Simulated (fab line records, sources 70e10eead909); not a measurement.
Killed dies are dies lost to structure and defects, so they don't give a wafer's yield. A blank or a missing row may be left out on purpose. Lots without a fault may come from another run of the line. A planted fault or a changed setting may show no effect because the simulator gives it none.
fab line records | flow nand_harc
record lots=11 wafers=33 last_day=33
route steps=1302 shown P_GATE@156 END@1302
lots that met no fault: from a run of the same line without faults
start_h: hours from the record's first day to the start of the lot's first wafer shown | wait_h: hours since the lot's step before | " the same as in the row above | L1.1+2: a row that stands for several wafers | - no value, or no start given | * or withheld: withheld | < > ~ a bound
route shown NAME@n: a module of which the file shows steps, and the number in the route of the first | usual: mean/standard deviation of fault-free wafers | same: alike in all rows | chamber/n: place in a boat | sites: the reading at each site | _std_site: their standard deviation | _edge_site: outer sites' mean less inner sites' | radius_mm: how far each site lies from the wafer's centre | mask NAME#n: copy n | behind: the tool/chamber that last shaped the wafer | hold: why the lot was held/for how many hours/how that ended | device: the transistor (n, p or np) that didn't switch | end of line: the same wafers' tests at the end of the route | a step without rows: its recipe alone | killed: dies lost to structure and defects at the first sort, not the wafer's yield | map: a wafer's dies, x killed, . not, _ none there
set.NAME: the setting as run; set.NAME@STEP: as run at that earlier step | model.NAME: the simulator's own value behind a step, which no gauge read
steps of the route over a sample of lots; a table a step, a row a wafer
services: from which hour (start_h, from the record's first day; less than 0 if before it) a tool's chamber was out of use, for how many hours, and why
## steps
# step NHARC_P_GATE_ETCHBACK_37
# recipe target_depth_a=345 time_s=17.2 chf3_flow_sccm=50 o2_flow_sccm=10 ar_flow_sccm=200 rf_w=500 bias_w=200 chemistry=CHF3/O2
# usual chf3_flow_sccm=50.01/0.15 drypump_motor_current_A=5.7/0.41 oes_product_au=0.95/0.032 rf_vpp_V=371.8/2.1 showerhead_plenum_p_Torr=2.45/0.094 throttle_valve_pct=20.572/0.0089
# columns lot.wafer tool chamber start_h wait_h chf3_flow_sccm drypump_motor_current_A oes_product_au rf_hours_counter_h rf_vpp_V showerhead_plenum_p_Torr throttle_valve_pct
L565.3 rie_diel-10 1 112.37 - 49.96 5.3 0.93 1.1 371.6 2.40 20.576
L565.1 " 0 " " 50.04 5.4 0.94 1.1 372.5 2.46 20.575
L565.5 " 0 " " 50.20 5.3 0.95 - 372.1 2.46 20.588
L568.2 rie_diel-06 3 144.60 - 49.69 6.0 1.00 0 374.2 2.58 20.590
L568.4 " 0 " " 50.16 5.4 0.99 0 373.6 2.53 20.584
L568.5 " 3 " " 49.74 6.0 1.00 - 373.5 2.58 20.570
L571.4 rie_diel-10 3 177.09 - 50.29 5.5 0.92 5.9 369.5 2.31 20.571
L571.6 " 1 " " 50.05 5.3 0.93 - 372.0 2.40 20.573
L571.5 " 2 " " 50.19 5.5 0.93 - 368.9 2.31 20.568
L572.1 rie_diel-07 1 184.99 - 50.06 5.6 0.92 2.5 371.4 2.39 20.577
L572.2 " 3 " " 50.00 5.5 0.94 1.9 371.4 2.48 20.571
L572.5 " 0 " " 50.22 6.6 0.93 - 375.9 2.56 20.569
L573.1 rie_diel-07 2 191.79 - 50.08 5.7 0.94 2.5 370.4 2.33 20.560
L573.4 " 0 " " 50.11 6.7 0.95 2.2 372.6 2.56 20.577
L573.5 " 3 " " 50.22 5.5 0.94 - 372.5 2.48 20.555
L580.1 rie_diel-07 2 264.63 - 50.15 5.7 0.93 5.2 369.7 2.33 20.589
L580.4 " 3 " " 49.98 5.5 0.93 5.6 373.2 2.48 20.566
L580.3 " 1 " " 49.83 5.6 0.92 4.9 370.7 2.39 20.578
L583.3 rie_diel-07 1 291.83 - 49.91 5.6 0.94 5.6 370.8 2.39 20.584
L583.2 " 2 " " 50.32 5.7 0.94 6.0 368.8 2.33 20.573
L583.6 " 0 " " 49.77 6.6 0.94 - 375.1 2.56 20.568
L584.2 rie_diel-10 3 293.23 - 50.12 5.5 0.94 2.8 369.8 2.31 20.574
L584.6 " 2 " " 49.82 5.5 0.95 - 369.4 2.31 20.546
L584.5 " 3 " " 50.13 5.5 0.94 - 368.1 2.31 20.570
L585.3 rie_diel-06 2 306.31 - 50.22 6.1 0.96 6.6 370.5 2.40 20.565
L585.4 " 0 " " 49.91 5.4 0.95 7.1 373.5 2.53 20.580
L585.6 " 2 " " 49.99 6.1 0.96 - 370.3 2.40 20.559
L586.4 rie_diel-07 3 312.17 - 50.32 5.5 1.00 0.2 371.6 2.48 20.578
L586.2 " 2 " " 49.76 5.7 1.00 0.2 369.4 2.33 20.578
L586.6 " 3 " " 50.23 5.5 1.00 - 372.7 2.48 20.577
L588.3 rie_diel-07 2 336.80 - 50.06 5.8 0.92 2.1 370.3 2.33 20.565
L588.2 " 0 " " 49.82 6.6 0.93 3.4 373.4 2.56 20.576
L588.5 " 1 " " 50.22 5.7 0.93 - 369.7 2.39 20.581
# step NHARC_P_GATE_STRIP_111
# recipe power_w=1500 temp_c=110 time_s=250 chemistry=N2/H2
# usual drypump_motor_current_A=5.78/0.16 heater_power_w=94/6.1
# columns lot.wafer tool chamber start_h wait_h drypump_motor_current_A heater_power_w rf_hours_counter_h
L565.1 plasma_asher-01 1 113.98 0.2 6.05 102 25
L565.3 " 0 " " 5.80 90 -
L565.5 " 0 " " 5.77 90 -
L568.2 plasma_asher-02 0 146.13 0.2 5.73 86 15
L568.4 " 1 " " 5.63 99 -
L568.5 " 1 " " 5.61 97 -
L571.4 plasma_asher-02 0 178.59 0.2 5.74 87 -
L571.5 " 0 " " 5.72 86 -
L571.6 " 1 " " 5.62 97 -
L572.2 plasma_asher-02 1 186.40 0.2 5.60 97 27
L572.1 " 0 " " 5.73 87 27
L572.5 " 1 " " 5.60 95 -
L573.1 plasma_asher-02 1 193.33 0.2 5.61 97 28
L573.4 " 0 " " 5.74 89 -
L573.5 " 1 " " 5.61 98 -
L580.1 plasma_asher-02 1 266.17 0.2 5.60 104 1
L580.3 " 1 " " 5.60 103 -
L580.4 " 0 " " 5.73 85 -
L583.2 plasma_asher-01 0 293.41 0.2 5.76 93 26
L583.3 " 0 " " 5.75 89 -
L583.6 " 0 " " 5.78 90 -
L584.2 plasma_asher-01 1 294.76 0.2 6.05 100 27
L584.6 " 1 " " 6.04 98 -
L584.5 " 0 " " 5.75 90 -
L585.4 plasma_asher-02 0 307.98 0.2 5.73 83 -
L585.3 " 1 " " 5.61 108 -
L585.6 " 1 " " 5.60 106 -
L586.2 plasma_asher-01 0 313.83 0.4 5.77 92 31
L586.4 " 0 " " 5.79 90 -
L586.6 " 1 " " 6.04 99 -
L588.2 plasma_asher-01 0 338.49 0.3 5.72 93 36
L588.3 " 0 " " 5.75 91 -
L588.5 " 0 " " 5.73 89 -
# step NHARC_P_GATE_STRIP_113
# recipe power_w=1500 temp_c=110 time_s=740 chemistry=N2/H2
# usual drypump_motor_current_A=5.78/0.17 heater_power_w=94/5.9
# columns lot.wafer tool chamber start_h wait_h drypump_motor_current_A heater_power_w rf_hours_counter_h
L565.1 plasma_asher-02 1 117.42 0.3 5.58 96 8
L565.3 " 1 " " 5.58 98 -
L565.5 " 1 " " 5.59 98 -
L568.2 plasma_asher-02 0 149.73 0.4 5.72 89 17
L568.4 " 1 " " 5.63 95 -
L568.5 " 1 " " 5.61 96 -
L571.4 plasma_asher-01 0 182.14 0.4 5.76 92 -
L571.5 " 0 " " 5.76 89 -
L571.6 " 1 " " 6.05 101 -
L572.2 plasma_asher-01 1 189.93 0.2 6.05 99 3
L572.1 " 0 " " 5.80 89 3
L572.5 " 1 " " 6.09 100 -
L573.1 plasma_asher-02 1 196.68 0.2 5.60 94 29
L573.4 " 1 " " 5.60 95 -
L573.5 " 0 " " 5.74 85 -
L580.1 plasma_asher-01 0 269.64 0.2 5.77 92 21
L580.3 " 0 " " 5.74 93 -
L580.4 " 1 " " 6.03 99 -
L583.2 plasma_asher-02 0 296.84 0.2 5.72 87 7
L583.3 " 1 " " 5.59 107 -
L583.6 " 0 " " 5.71 88 -
L584.2 plasma_asher-01 1 298.22 0.2 6.06 98 27
L584.6 " 1 " " 6.06 98 -
L584.5 " 0 " " 5.77 90 -
L585.3 plasma_asher-01 1 311.48 0.4 6.04 101 -
L585.4 " 0 " " 5.76 92 -
L585.6 " 0 " " 5.75 91 -
L586.2 plasma_asher-02 0 317.24 0.3 5.74 83 10
L586.4 " 0 " " 5.73 86 -
L586.6 " 0 " " 5.74 84 -
L588.2 plasma_asher-01 0 341.80 0.2 5.78 89 37
L588.3 " 0 " " 5.76 90 -
L588.5 " 0 " " 5.78 91 -
# step NHARC_P_GATE_RTA_64
# recipe temp_c=1050 time_s=1
# usual lamp_power_pct=32.3/0.51 lamp_zone_1_pct=32.3/0.51 lamp_zone_3_pct=32.3/0.51 wafer_temp_C_max=1056.2/2
# columns lot.wafer tool chamber start_h wait_h lamp_power_pct lamp_zone_1_pct lamp_zone_3_pct wafer_temp_C_max
L565.1 rtp_anneal-02 0 118.58 - 33.0 32.9 32.9 1054.0
L565.3 " 0 " " 32.9 32.9 32.9 1052.9
L565.5 " 0 " " 32.9 32.9 32.9 1056.1
L568.2 rtp_anneal-02 0 151.04 - 32.9 33.0 33.0 1054.6
L568.4 " 0 " " 33.0 33.0 32.9 1054.0
L568.5 " 0 " " 33.0 32.9 33.0 1055.2
L571.4 rtp_anneal-01 0 183.26 - 31.9 31.9 32.0 1058.4
L571.5 " 0 " " 31.9 31.9 31.9 1059.7
L571.6 " 0 " " 32.0 32.0 32.0 1058.9
L572.1 rtp_anneal-01 0 191.22 - 31.8 31.9 31.9 1055.6
L572.2 " 0 " " 31.9 31.9 31.9 1056.4
L572.5 " 0 " " 31.9 31.9 31.9 1057.6
L573.1 rtp_anneal-01 0 197.96 - 31.9 31.9 31.9 1061.8
L573.4 " 0 " " 31.9 31.9 31.8 1060.5
L573.5 " 0 " " 31.9 31.9 31.9 1057.2
L580.1 rtp_anneal-01 0 270.92 - 32.0 31.9 31.9 1057.3
L580.3 " 0 " " 32.0 31.9 31.9 1059.0
L580.4 " 0 " " 31.9 31.9 31.9 1054.9
L583.2 rtp_anneal-02 0 298.15 - 33.0 32.9 33.0 1055.4
L583.3 " 0 " " 33.0 32.9 32.9 1054.5
L583.6 " 0 " " 33.0 32.9 32.9 1053.1
L584.2 rtp_anneal-02 0 299.52 - 32.9 33.0 33.0 1055.7
L584.5 " 0 " " 33.0 33.0 33.0 1053.9
L584.6 " 0 " " 32.9 33.0 33.0 1053.3
L585.3 rtp_anneal-02 0 312.58 - 33.0 32.9 33.0 1054.7
L585.4 " 0 " " 32.9 33.0 32.9 1053.0
L585.6 " 0 " " 32.9 32.9 32.9 1054.3
L586.2 rtp_anneal-01 0 318.43 - 31.9 31.9 31.9 1060.0
L586.4 " 0 " " 32.0 31.9 31.9 1056.7
L586.6 " 0 " " 31.9 31.9 31.9 1055.2
L588.2 rtp_anneal-01 0 343.11 - 31.9 31.9 31.9 1055.7
L588.3 " 0 " " 31.9 31.8 31.8 1059.6
L588.5 " 0 " " 31.9 31.9 31.9 1057.9
# step NHARC_P_GATE_INSPECT_68
# usual raw_defect_count=197/68
# columns lot.wafer tool chamber start_h wait_h raw_defect_count
L565.1 defect_inspect-02 - 119.84 0.2 255
L565.3 " - " " 258
L565.5 " - " " 212
L568.2 defect_inspect-02 - 152.28 0.1 204
L568.4 " - " " 170
L568.5 " - " " 270
L571.4 defect_inspect-02 - 184.44 0.1 130
L571.5 " - " " 120
L571.6 " - " " 189
L572.1 defect_inspect-02 - 192.47 0.2 175
L572.2 " - " " 209
L572.5 " - " " 535
L573.1 defect_inspect-02 - 199.23 0.2 270
L573.4 " - " " 618
L573.5 " - " " 194
L580.1 defect_inspect-02 - 272.18 0.2 125
L580.3 " - " " 120
L580.4 " - " " 157
L583.2 defect_inspect-01 - 299.37 0.1 173
L583.3 " - " " 183
L583.6 " - " " 211
L584.2 defect_inspect-02 - 300.75 0.1 192
L584.5 " - " " 107
L584.6 " - " " 136
L585.3 defect_inspect-02 - 313.79 0.1 126
L585.4 " - " " 146
L585.6 " - " " 150
L586.2 defect_inspect-02 - 319.66 0.1 211
L586.4 " - " " 195
L586.6 " - " " 120
L588.2 defect_inspect-01 - 344.34 0.1 155
L588.3 " - " " 151
L588.5 " - " " 139
# step NHARC_END_SORT_01
# recipe temp_c=25
# usual killed_at_array=57/24 killed_at_other=0.7/0.94 killed_at_periphery=3.8/2.5 killed_dies=62/23 killed_open=3.1/1.8 killed_short=2.5/1.6
# same gross_dies=677
# columns lot.wafer tool chamber start_h wait_h killed_at_array killed_at_other killed_at_periphery killed_dies killed_open killed_short
L572.1 prober-01 0 657.54 2.5 61 0 3 64 3 5
L572.2 prober-01 0 658.35 2.8 60 1 0 61 0 3
L572.5 prober-01 0 660.76 3.7 60 0 83 143 2 4
L573.1 prober-02 0 657.62 2.5 30 1 6 37 3 3
L573.4 prober-02 0 660.00 3.4 37 1 78 116 5 1
L573.5 prober-02 0 660.79 3.7 36 1 7 44 6 2
L580.1 prober-02 0 712.37 2.5 42 0 5 47 2 4
L580.3 prober-02 0 713.99 3.1 33 1 1 35 2 3
L580.4 prober-02 0 714.80 3.4 32 1 14 47 1 3
# killed by level:class
L572.1 A_CHANNEL_HOLE_D1:chamber_film_flake=35 A_CONTACT:chamber_film_flake=8 A_CHANNEL_HOLE_D2:chamber_film_flake=7 A_CHANNEL_FILL_D2:geometric_particle:short=3 A_WL_FILL:chamber_film_flake=3 P_GATE:chamber_film_flake=2 P_GATE:geometric_particle:open=1 A_ONON_D1:geometric_particle:short=1
L573.1 A_CHANNEL_HOLE_D2:chamber_film_flake=15 A_CONTACT:chamber_film_flake=7 P_BONDPAD:chamber_film_flake=3 A_CHANNEL_HOLE_D1:chamber_film_flake=2 P_CONTACT:geometric_particle:open=1 P_M1:geometric_particle:open=1 A_ONON_D1:geometric_particle:short=1 A_ONON_D2:geometric_particle:short=1
L572.2 A_CHANNEL_HOLE_D1:chamber_film_flake=35 A_CHANNEL_HOLE_D2:chamber_film_flake=14 A_CONTACT:chamber_film_flake=3 A_ONON_D2:geometric_particle:short=2 A_WL_FILL:chamber_film_flake=2 A_CHANNEL_FILL_D2:geometric_particle:short=1 A_ZERO_WELL:chamber_film_flake=1 A_STAIRCASE:chamber_film_flake=1
L573.4 P_GATE:unspecified=72 A_CHANNEL_HOLE_D2:chamber_film_flake=17 A_STAIRCASE:chamber_film_flake=6 A_CONTACT:chamber_film_flake=6 A_CHANNEL_HOLE_D1:chamber_film_flake=4 P_GATE:geometric_particle:open=1 P_CONTACT:geometric_particle:open=1 A_ONON_D1:geometric_particle:open=1
L572.5 P_GATE:unspecified=79 A_CHANNEL_HOLE_D1:chamber_film_flake=38 A_CHANNEL_HOLE_D2:chamber_film_flake=13 A_CHANNEL_FILL_D2:chamber_film_flake=3 P_M1:geometric_particle:short=2 A_CHANNEL_FILL_D1:chamber_film_flake=2 P_M1:geometric_particle:open=1 A_ONON_D2:geometric_particle:short=1
L573.5 A_CHANNEL_HOLE_D2:chamber_film_flake=12 A_CONTACT:chamber_film_flake=7 A_STAIRCASE:chamber_film_flake=5 A_SLIT:chamber_film_flake=4 P_BONDPAD:chamber_film_flake=3 P_GATE:geometric_particle:open=1 P_M1:geometric_particle:open=1 A_ONON_D1:geometric_particle:open=1
L580.1 A_CHANNEL_HOLE_D1:chamber_film_flake=15 A_SLIT:chamber_film_flake=9 A_CONTACT:chamber_film_flake=7 P_GATE:chamber_film_flake=4 A_CHANNEL_FILL_D1:geometric_particle:short=2 A_SGD_CUT:chamber_film_flake=2 A_ONON_D1:geometric_particle:short=1 A_CHANNEL_FILL_D1:geometric_particle:open=1
L580.3 A_CHANNEL_HOLE_D1:chamber_film_flake=10 A_CONTACT:chamber_film_flake=7 A_SLIT:chamber_film_flake=5 A_WL_FILL:chamber_film_flake=4 A_STAIRCASE:chamber_film_flake=2 A_ONON_D1:geometric_particle:short=1 A_CHANNEL_FILL_D1:geometric_particle:short=1 A_ONON_D2:geometric_particle:short=1
L580.4 A_CHANNEL_HOLE_D1:chamber_film_flake=11 A_CONTACT:chamber_film_flake=8 P_GATE:chamber_film_flake=7 P_ZERO_WELL:chamber_film_flake=5 A_STAIRCASE:chamber_film_flake=5 A_SLIT:chamber_film_flake=4 P_STI:geometric_particle:short=1 P_CONTACT:geometric_particle:open=1
## services
# columns tool chamber start_h hours kind
rie_diel-10 0 91.33 3.2 repair
rie_diel-10 2 103.68 13.4 repair
rie_diel-06 2 108.63 3.4 repair
rie_diel-07 - 117.20 9.0 pm
rie_diel-06 - 130.30 9.0 pm
rie_diel-07 3 139.19 1.3 repair
plasma_asher-01 - 145.51 8.7 repair
plasma_asher-01 - 165.00 9.0 pm
plasma_asher-01 0 165.00 16.3 vent_cycle
plasma_asher-01 1 165.00 16.3 vent_cycle
rie_diel-06 - 175.52 0.6 repair
plasma_asher-02 - 240.11 1.4 repair
rie_diel-10 - 242.67 9.0 pm
plasma_asher-02 - 250.07 9.0 pm
plasma_asher-02 0 250.07 9.0 vent_cycle
plasma_asher-02 1 250.07 9.0 vent_cycle
rie_diel-10 2 265.30 3.0 repair
rie_diel-07 - 294.20 9.0 pm
plasma_asher-01 - 296.23 1.5 repair
rie_diel-07 1 305.46 2.6 repair
rie_diel-06 - 307.30 9.0 pm
rie_diel-10 - 327.78 0.4 repair
rie_diel-06 3 331.37 10.3 repair
plasma_asher-01 - 342.58 9.0 pm
## key
first_sign step=NHARC_P_GATE_INSPECT_68 reading=raw_defect_count direction=up sigmas=5.6 usual=197 struck=576
effect step=NHARC_END_SORT_01 reading=killed_at_periphery direction=up sigmas=31 usual=3.8 struck=80.5
more_kills_born_at NHARC_P_GATE_ETCHBACK_37@rie_diel-07=151
met_at NHARC_P_GATE_ETCHBACK_37
struck_lots L572,L573
struck_wafers L572.5,L573.4
tester_left_out L572,L573
not_acting_at NHARC_P_GATE_STRIP_111,NHARC_P_GATE_STRIP_113,NHARC_P_GATE_RTA_64
fault kind=chamber_particle_source tool=rie_diel-07 chamber=0 onset_h=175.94 steps=NHARC_P_GATE_ETCHBACK_37 rate_per_visit_cm2=0.5736 end_h=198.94
# tester_left_out: of these lots the tester's yield and bins aren't shown, on N5 and GAA mostly nor the transistor test; their killed dies are dies lost to structure and defects alone, not to doping, threshold or leakage, so they don't give the yield
